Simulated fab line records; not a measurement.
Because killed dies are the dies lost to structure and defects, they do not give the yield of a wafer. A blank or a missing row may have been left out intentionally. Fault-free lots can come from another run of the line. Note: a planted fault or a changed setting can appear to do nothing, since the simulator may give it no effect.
The tool behind it: which one?	flow nand harc	Sampling: 24 lots, 72 wafers, 6 of 1302 route steps

== WHAT THE GAUGES SHOWED, per wafer ==
NHARC_A_SGD_CUT_INSPECT_25. Usual: raw defect count reads 390 (standard deviation 97).
lot	measured	on	raw defect count	flag
L075	day 19 16:07	defect inspect-01	727 485 563	
L074	day 19 20:57	defect inspect-01	322 380 375	
L076	day 20 12:44	defect inspect-01	420 550 389	
L077	day 21 03:05	defect inspect-01	384 395 342	
L078	day 21 03:15	defect inspect-02	406 392 381	
L079	day 21 23:14	defect inspect-01	253 279 301	
L080	day 21 23:13	defect inspect-02	338 526 537	
L081	day 22 14:31	defect inspect-02	550 502 409	
L082	day 23 05:53	defect inspect-01	336 383 338	
L086	day 23 19:03	defect inspect-02	363 329 405	
L084	day 23 19:06	defect inspect-01	250 298 363	
L083	day 23 19:02	defect inspect-01	443 475 352	
L085	day 24 11:53	defect inspect-02	344 428 360	
L087	day 24 21:12	defect inspect-01	350 431 393	
L088	day 25 16:40	defect inspect-01	400 486 662	
L089	day 25 16:39	defect inspect-02	450 524 286	
L090	day 25 23:06	defect inspect-02	415 376 454	
L091	day 26 17:20	defect inspect-02	248 268 216	
L092	day 26 17:17	defect inspect-01	305 301 383	
L093	day 27 07:25	defect inspect-02	419 500 505	
L095	day 27 21:32	defect inspect-02	413 382 505	
L094	day 27 21:32	defect inspect-01	297 345 303	
L096	day 28 12:56	defect inspect-02	370 405 266	
L097	day 29 05:00	defect inspect-02	388 386 331	

== WHICH TOOL RAN EACH LOT (tool, then ch and the chambers of the sampled wafers, then the start) ==
lot	NHARC_A_STAIRCASE_ETCHBACK_416	NHARC_A_STAIRCASE_DEP_417	NHARC_A_STAIRCASE_ETCH_444	NHARC_A_STAIRCASE_STRIP_475	NHARC_A_SGD_CUT_ETCH_16
L075	rie diel-11 ch 2,3, day 17 08:36 or earlier	pecvd-02 ch 0,1,2, day 17 08:36	rie diel-11 ch 0,3, day 18 23:56	rie diel-03 ch 1,2,3, day 19 16:07 or earlier	rie diel-02 ch 0,1,3, day 19 16:07 or earlier
L074	rie diel-11 ch 0,1,2, day 17 13:50 or earlier	pecvd-02 ch 0,1,2, day 17 13:50	rie diel-04 ch 0,1,2, day 19 08:05	rie diel-03 ch 0,2,3, day 19 20:57 or earlier	rie diel-02 ch 2,3, day 19 20:57 or earlier
L076	rie diel-03 ch 0,1,2, day 18 04:32 or earlier	pecvd-03 ch 0,1,2, day 18 04:32	rie diel-03 ch 1,2,3, day 19 19:30	rie diel-04 ch 0,1,3, day 20 12:44 or earlier	rie diel-12 ch 1,2,3, day 20 12:44 or earlier
L077	rie diel-11 ch 0,3, day 18 21:14 or earlier	pecvd-03 ch 0,1, day 18 21:14	rie diel-03 ch 1,2,3, day 20 11:46	rie diel-11 ch 0,3, day 21 03:05 or earlier	rie diel-12 ch 0,3, day 21 03:05 or earlier
L078	rie diel-03 ch 0,1,2, day 18 23:30 or earlier	pecvd-02 ch 0,1,2, day 18 23:30	rie diel-04 ch 0,1,3, day 20 13:00	rie diel-03 ch 2,3, day 21 03:15 or earlier	rie diel-13 ch 1,2,3, day 21 03:15 or earlier
L079	rie diel-11 ch 0,1,3, day 19 19:14 or earlier	pecvd-02 ch 0,1,2, day 19 19:14	rie diel-03 ch 0,1,2, day 21 07:01	rie diel-11 ch 0,1,3, day 21 23:14 or earlier	rie diel-12 ch 0,1,3, day 21 23:14 or earlier
L080	rie diel-04 ch 1,2,3, day 19 20:27 or earlier	pecvd-03 ch 0,1,2, day 19 20:27	rie diel-11 ch 1,2, day 21 07:03	rie diel-03 ch 0,1,2, day 21 23:13 or earlier	rie diel-13 ch 0,2,3, day 21 23:13 or earlier
L081	rie diel-11 ch 0,2,3, day 20 01:58 or earlier	pecvd-03 ch 0,1,2, day 20 01:58	rie diel-11 ch 0,1,3, day 21 23:59	rie diel-03 ch 0,1,2, day 22 14:31 or earlier	rie diel-12 ch 0,1,2, day 22 14:31 or earlier
L082	rie diel-11 ch 1,3, day 20 14:44 or earlier	pecvd-02 ch 0,2, day 20 14:44	rie diel-03 ch 2,3, day 22 10:49	rie diel-03 ch 0,1,3, day 22 17:14	rie diel-12 ch 0,2, day 23 05:53 or earlier
L086	rie diel-04 ch 1,2,3, day 21 08:51 or earlier	pecvd-03 ch 0,1,2, day 21 08:51	rie diel-04 ch 0,3, day 23 02:26	rie diel-03 ch 1,2, day 23 19:03 or earlier	rie diel-13 ch 2,3, day 23 19:03 or earlier
L084	rie diel-11 ch 1,3, day 21 15:43 or earlier	pecvd-03 ch 0,1, day 21 15:43	rie diel-03 ch 0,1,3, day 23 03:05	rie diel-11 ch 0,1, day 23 19:06 or earlier	rie diel-12 ch 0,3, day 23 19:06 or earlier
L083	rie diel-03 ch 0,1, day 21 17:52 or earlier	pecvd-02 ch 0,1,2, day 21 17:52	rie diel-11 ch 0,2,3, day 23 02:44	rie diel-03 ch 1,2,3, day 23 19:02 or earlier	rie diel-02 ch 0,1, day 23 19:02 or earlier
L085	rie diel-04 ch 0,2,3, day 22 06:35 or earlier	pecvd-03 ch 0,1,2, day 22 06:35	rie diel-11 ch 2,3, day 23 19:13	rie diel-04 ch 0,1,2, day 24 11:53 or earlier	rie diel-12 ch 1,2, day 24 11:53 or earlier
L087	rie diel-04 ch 0,2,3, day 22 18:04 or earlier	pecvd-04 ch 0,1,2, day 22 18:04	rie diel-03 ch 0,1,3, day 24 06:50	rie diel-11 ch 0,1,2, day 24 21:12 or earlier	rie diel-13 ch 0,2,3, day 24 21:12 or earlier
L088	rie diel-11 ch 2,3, day 23 09:09 or earlier	pecvd-04 ch 1,2, day 23 09:09	rie diel-03 ch 0,2,3, day 24 23:03	rie diel-04 ch 0,1, day 25 16:40 or earlier	rie diel-12 ch 2,3, day 25 16:40 or earlier
L089	rie diel-03 ch 0,1,3, day 23 11:08 or earlier	pecvd-02 ch 0,1, day 23 11:08	rie diel-11 ch 1,2,3, day 24 22:53	rie diel-04 ch 0,1, day 25 16:39 or earlier	rie diel-02 ch 0,2,3, day 25 16:39 or earlier
L090	rie diel-04 ch 0,1,2, day 23 20:53 or earlier	pecvd-04 ch 0,1,2, day 23 20:53	rie diel-04 ch 0,1,2, day 25 08:34	rie diel-03 ch 0,1,3, day 25 23:06 or earlier	rie diel-02 ch 0,1,2, day 25 23:06 or earlier
L091	rie diel-04 ch 1,2,3, day 24 10:38 or earlier	pecvd-02 ch 0,1,2, day 24 10:38	rie diel-04 ch 0,1,2, day 26 02:31	rie diel-04 ch 0,2,3, day 26 17:20 or earlier	rie diel-12 ch 0,2,3, day 26 17:20 or earlier
L092	rie diel-04 ch 0,1,3, day 24 12:33 or earlier	pecvd-02 ch 0,2, day 24 12:33	rie diel-03 ch 0,3, day 26 02:39	rie diel-03 ch 0,1, day 26 17:17 or earlier	rie diel-02 ch 0,2,3, day 26 17:17 or earlier
L093	rie diel-04 ch 0,1,2, day 25 00:36 or earlier	pecvd-02 ch 0,1,2, day 25 00:36	rie diel-04 ch 2,3, day 26 15:34	rie diel-11 ch 0,1,2, day 27 07:25 or earlier	rie diel-02 ch 0,2, day 27 07:25 or earlier
L095	rie diel-11 ch 0,1,3, day 25 17:31 or earlier	pecvd-03 ch 0,1,2, day 25 17:31	rie diel-03 ch 0,1,2, day 27 06:34	rie diel-04 ch 0,1,2, day 27 21:32 or earlier	rie diel-02 ch 0,1,3, day 27 21:32 or earlier
L094	rie diel-11 ch 0,2, day 25 19:54 or earlier	pecvd-04 ch 0,1,2, day 25 19:54	rie diel-04 ch 1,3, day 27 05:56	rie diel-11 ch 0,1, day 27 13:02	rie diel-12 ch 1,2,3, day 27 21:32 or earlier
L096	rie diel-11 ch 0,1,2, day 26 03:59 or earlier	pecvd-04 ch 0,1, day 26 03:59	rie diel-04 ch 0,1,2, day 27 21:51	rie diel-03 ch 0,1,2, day 28 12:56 or earlier	rie diel-02 ch 0,1,3, day 28 12:56 or earlier
L097	rie diel-03 ch 0,1,2, day 26 17:43	pecvd-03 ch 1,2, day 26 17:55	rie diel-04 ch 0,1,2, day 28 12:01	rie diel-11 ch 0,2,3, day 29 05:00 or earlier	rie diel-13 ch 0,1, day 29 05:00 or earlier
- NHARC_A_STAIRCASE_ETCHBACK_416: etches the open film in C4F8/O2/Ar, target depth 36 nm, time 7.2 s.
- NHARC_A_STAIRCASE_DEP_417: deposits Si3N4, target thk 60 nm.
- NHARC_A_STAIRCASE_ETCH_444: etches the open film in C4F8/O2, target depth 20400 nm, time 6800 s.
- NHARC_A_STAIRCASE_STRIP_475: strips in O2, time 20 s.
- NHARC_A_SGD_CUT_ETCH_16: etches the open film in C4F8/O2/Ar, target depth 310.5 nm, time 155.2 s.

== WHAT THE TOOLS THEMSELVES READ (means of the sampled wafers that have a number; where no wafer has one, the mark that the record gives instead) ==
NHARC_A_STAIRCASE_ETCHBACK_416. Usual: chamber pressure mTorr 25.002 mTorr, standard deviation 0.024; oes product au 0.935 a.u., standard deviation 0.028; rf vpp V 723 V, standard deviation 5.1.
lot	tool	chamber pressure mTorr (mTorr)	oes product au (a.u.)	rf vpp V (V)	flag
L075	rie diel-11	24.998	0.913	723	
L074	rie diel-11	25.017	0.928	719	
L076	rie diel-03	25.014	0.935	721	
L077	rie diel-11	24.994	0.914	720	
L078	rie diel-03	24.997	0.930	722	
L079	rie diel-11	24.993	1.004	721	
L080	rie diel-04	25.017	0.930	724	
L081	rie diel-11	25.007	0.921	720	
L082	rie diel-11	24.978	0.932	722	
L086	rie diel-04	25.004	0.925	723	
L084	rie diel-11	24.988	0.939	724	
L083	rie diel-03	25.024	0.924	726	
L085	rie diel-04	25.017	0.938	723	
L087	rie diel-04	25.002	0.937	723	
L088	rie diel-11	25.021	0.997	721	
L089	rie diel-03	25.004	0.922	724	
L090	rie diel-04	24.972	0.987	726	
L091	rie diel-04	24.988	0.922	727	
L092	rie diel-04	24.986	0.912	731	
L093	rie diel-04	24.981	0.920	727	
L095	rie diel-11	25.017	0.933	720	
L094	rie diel-11	25.000	0.919	717	
L096	rie diel-11	25.035	0.926	718	
L097	rie diel-03	24.994	0.932	725	

NHARC_A_STAIRCASE_DEP_417. Usual: heater power w reads 671 W (standard deviation 96).
lot	tool	heater power w (W)	flag
L075	pecvd-02	647	
L074	pecvd-02	651	
L076	pecvd-03	641	
L077	pecvd-03	743	
L078	pecvd-02	641	
L079	pecvd-02	591	
L080	pecvd-03	696	
L081	pecvd-03	669	
L082	pecvd-02	657	
L086	pecvd-03	704	
L084	pecvd-03	670	
L083	pecvd-02	584	
L085	pecvd-03	664	
L087	pecvd-04	687	
L088	pecvd-04	697	
L089	pecvd-02	625	
L090	pecvd-04	728	
L091	pecvd-02	619	
L092	pecvd-02	656	
L093	pecvd-02	599	
L095	pecvd-03	730	
L094	pecvd-04	739	
L096	pecvd-04	794	
L097	pecvd-03	667	

NHARC_A_STAIRCASE_ETCH_444. Usual: chamber pressure mTorr 24.999 mTorr, standard deviation 0.025; oes product au 0.932 a.u., standard deviation 0.022; rf vpp V 808 V, standard deviation 5.8.
lot	tool	chamber pressure mTorr (mTorr)	oes product au (a.u.)	rf vpp V (V)	flag
L075	rie diel-11	25.000	0.908	805	
L074	rie diel-04	25.011	0.923	812	
L076	rie diel-03	24.990	0.921	804	
L077	rie diel-03	24.995	0.971	810	
L078	rie diel-04	25.006	0.928	810	
L079	rie diel-03	25.005	0.987	809	
L080	rie diel-11	24.995	0.932	803	
L081	rie diel-11	25.028	0.932	803	
L082	rie diel-03	25.003	0.985	812	
L086	rie diel-04	24.998	0.936	810	
L084	rie diel-03	24.975	0.921	808	
L083	rie diel-11	24.989	0.922	804	
L085	rie diel-11	24.981	0.919	804	
L087	rie diel-03	24.981	0.928	809	
L088	rie diel-03	24.978	0.932	812	
L089	rie diel-11	24.994	0.929	805	
L090	rie diel-04	25.004	0.915	812	
L091	rie diel-04	25.021	0.921	811	
L092	rie diel-03	24.992	0.939	812	
L093	rie diel-04	24.984	0.914	810	
L095	rie diel-03	25.016	0.933	810	
L094	rie diel-04	24.975	0.920	814	
L096	rie diel-04	25.011	0.915	810	
L097	rie diel-04	24.989	0.918	810	

NHARC_A_STAIRCASE_STRIP_475. Usual: chamber pressure mTorr 60.00 mTorr, standard deviation 0.056; drypump motor current A 5.7 A, standard deviation 0.39; oes product au 1.001 a.u., standard deviation 0.015; rf vpp V 57.8 V, standard deviation 1; showerhead plenum p Torr 3.57 Torr, standard deviation 0.18; throttle valve pct 17.036 %, standard deviation 0.009.
lot	tool	chamber pressure mTorr (mTorr)	drypump motor current A (A)	oes product au (a.u.)	rf vpp V (V)	showerhead plenum p Torr (Torr)	throttle valve pct (%)	flag
L075	rie diel-03	60.00	5.9	0.995	57.3	3.44	17.037	
L074	rie diel-03	59.93	6.0	0.994	56.8	3.55	17.035	
L076	rie diel-04	59.98	5.6	1.000	57.6	3.62	17.029	
L077	rie diel-11	60.02	5.4	0.996	57.1	3.40	17.039	
L078	rie diel-03	60.03	6.2	1.020	58.0	3.75	17.042	
L079	rie diel-11	60.00	5.7	1.016	56.2	3.43	17.035	
L080	rie diel-03	59.98	5.7	1.010	58.0	3.65	17.040	
L081	rie diel-03	60.03	5.7	1.014	58.3	3.65	17.040	
L082	rie diel-03	60.01	5.8	1.001	58.1	3.59	17.042	
L086	rie diel-03	59.99	5.8	1.021	58.0	3.66	17.033	
L084	rie diel-11	59.99	6.0	1.007	58.0	3.37	17.034	
L083	rie diel-03	60.05	5.9	1.004	57.5	3.60	17.032	
L085	rie diel-04	60.03	5.7	0.984	58.7	3.67	17.033	
L087	rie diel-11	59.99	5.8	1.003	57.3	3.35	17.038	
L088	rie diel-04	60.04	5.8	0.984	57.9	3.75	17.038	
L089	rie diel-04	60.04	5.7	0.983	59.4	3.76	17.044	
L090	rie diel-03	59.96	5.7	1.007	58.3	3.57	17.029	
L091	rie diel-04	60.03	5.4	0.994	57.9	3.68	17.029	
L092	rie diel-03	59.96	5.4	0.999	58.2	3.51	17.031	
L093	rie diel-11	60.01	5.8	1.004	56.9	3.52	17.035	
L095	rie diel-04	59.93	5.7	0.992	57.8	3.65	17.036	
L094	rie diel-11	60.04	6.0	1.021	57.7	3.53	17.039	
L096	rie diel-03	59.99	5.7	1.012	58.2	3.62	17.038	
L097	rie diel-11	59.99	5.5	0.993	57.6	3.57	17.029	

NHARC_A_SGD_CUT_ETCH_16. Usual: chamber pressure mTorr 25.004 mTorr, standard deviation 0.022; oes product au 0.974 a.u., standard deviation 0.012; rf vpp V 722 V, standard deviation 3.5.
lot	tool	chamber pressure mTorr (mTorr)	oes product au (a.u.)	rf vpp V (V)	flag
L075	rie diel-02	25.004	0.979	719	
L074	rie diel-02	25.026	0.986	722	
L076	rie diel-12	25.002	0.981	725	
L077	rie diel-12	24.996	0.959	721	
L078	rie diel-13	25.009	0.963	721	
L079	rie diel-12	25.008	0.965	724	
L080	rie diel-13	25.012	0.965	724	
L081	rie diel-12	24.990	0.972	725	
L082	rie diel-12	25.001	0.974	723	
L086	rie diel-13	25.014	0.958	724	
L084	rie diel-12	25.025	0.969	720	
L083	rie diel-02	25.021	0.980	718	
L085	rie diel-12	25.002	0.962	725	
L087	rie diel-13	25.003	0.970	724	
L088	rie diel-12	25.008	0.998	722	
L089	rie diel-02	25.020	0.972	721	
L090	rie diel-02	24.984	0.987	719	
L091	rie diel-12	24.989	0.977	722	
L092	rie diel-02	25.010	0.978	721	
L093	rie diel-02	24.991	0.967	721	
L095	rie diel-02	24.993	0.982	718	
L094	rie diel-12	25.002	0.969	724	
L096	rie diel-02	24.976	0.952	720	
L097	rie diel-13	25.011	0.966	724	

== THE ANSWER, worked out from the rows above alone ==
Rule: take the mean of a lot's wafers that have a number; if it is more than 3 standard deviations from the usual mean, the lot is off. A lot without any number at a reading at which 4 lots or more have one is off too. Where the step has rows for the other lots, those lots are counted as sound. Order of review: gauges by route order, followed by the tools' own readings, for which a lot's mean as printed above is used. At the first step where some lot is off, the reading lying furthest off is the one used; lots without a number count as furthest.
No lot is off on any of the readings shown, so nothing can be concluded from this.

== WHAT HAD BEEN PUT IN BY THE SIMULATOR ==
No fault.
